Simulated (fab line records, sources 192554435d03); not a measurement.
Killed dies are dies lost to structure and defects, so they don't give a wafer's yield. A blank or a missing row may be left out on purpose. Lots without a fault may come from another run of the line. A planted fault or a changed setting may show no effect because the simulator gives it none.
Problem report in the 8D (eight disciplines) form, filled by code | flow n5_finfet | the parts of the form that need people (team, actions taken, sign-off) are left out

1. THE PROBLEM
spin_speed_rpm at N5_SDB_COAT_03 reads a mean of 1662.8 rpm on 6 wafers of 2 lots; wafers without a fault read 1500.1 rpm with a standard deviation of 0.92. That is +99 or more standard deviations from the usual mean.
The step: time 60 s, resist thk 100 nm.
First seen on wafer L628.1, day 5 17:27, on litho_track-04. The record holds 27 wafers of 9 lots with a number at this step. Rule for "out", or "out of limits": more than 4 standard deviations from the usual mean. The other wafers with a number count as sound.

2. WHAT IT IS AND WHAT IT IS NOT
question                    | is                     | is not
which readings at this step | spin_speed_rpm         | exhaust_pa
which lots                  | L628, L630             | L625, L627, L632, L639, L640, L642, L643
which wafers of those lots  | all that have a number | -
read on which tools         | litho_track-04         | litho_track-03, litho_track-05
when                        | from day 5 17:27       | up to then (6 sound wafers); but 15 sound wafers of L632, L639, L640, L642, L643 came after

3. SUSPECTS, AND WHAT RULES EACH OUT
Counting: a tool at a process step up to the reading stays a suspect if it ran every lot that is out and no sound lot after the first of them.
- litho_track-04 at N5_SDB_COAT_03 (time 60 s, resist thk 100 nm): ruled out as a lasting fault. Sound lots L642, L643 ran on it after its first lot that is out, L628 (day 5 17:27).
Left after counting: nothing in the record.

4. THE CAUSE (what the simulator had put in)
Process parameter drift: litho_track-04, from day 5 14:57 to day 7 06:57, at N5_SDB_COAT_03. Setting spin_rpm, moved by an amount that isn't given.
Counting ruled it out, wrongly.

5. THE CHAIN OF EFFECTS, in route order
Each row: a reading whose mean over the struck wafers that have a number lies more than 3 standard deviations from the usual. Only readings for which the record gives a usual standard deviation are gone through. hours: the time from each lot's start at the first step in this table that gives one to its start at this step, as a median over the lots. sigmas: the change in usual standard deviations.
hours | step            | reading                  | usual      | on struck wafers | change | sigmas
0     | N5_SDB_COAT_03  | spin_speed_rpm           | 1500.1 rpm | 1662.8           | +162.7 | +99 or more
1     | N5_SDB_STRIP_22 | strip_time_to_endpoint_s | 96.4 s     | 91.6             | -4.8   | -14
The process steps in it:
- N5_SDB_COAT_03: time 60 s, resist thk 100 nm.
- N5_SDB_STRIP_22: strips in N2/H2.
Later measuring or inspecting steps at which every struck wafer that the step has a row for has a number for every such reading, and none has moved that far: N5_SDB_INSPECT_13, N5_BEOL_M4_RC_MEAS_101.

6. WHAT WOULD HAVE CAUGHT IT SOONER
In this record the first reading out of limits was taken at day 5 17:27, 2 hours after the fault began at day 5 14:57.
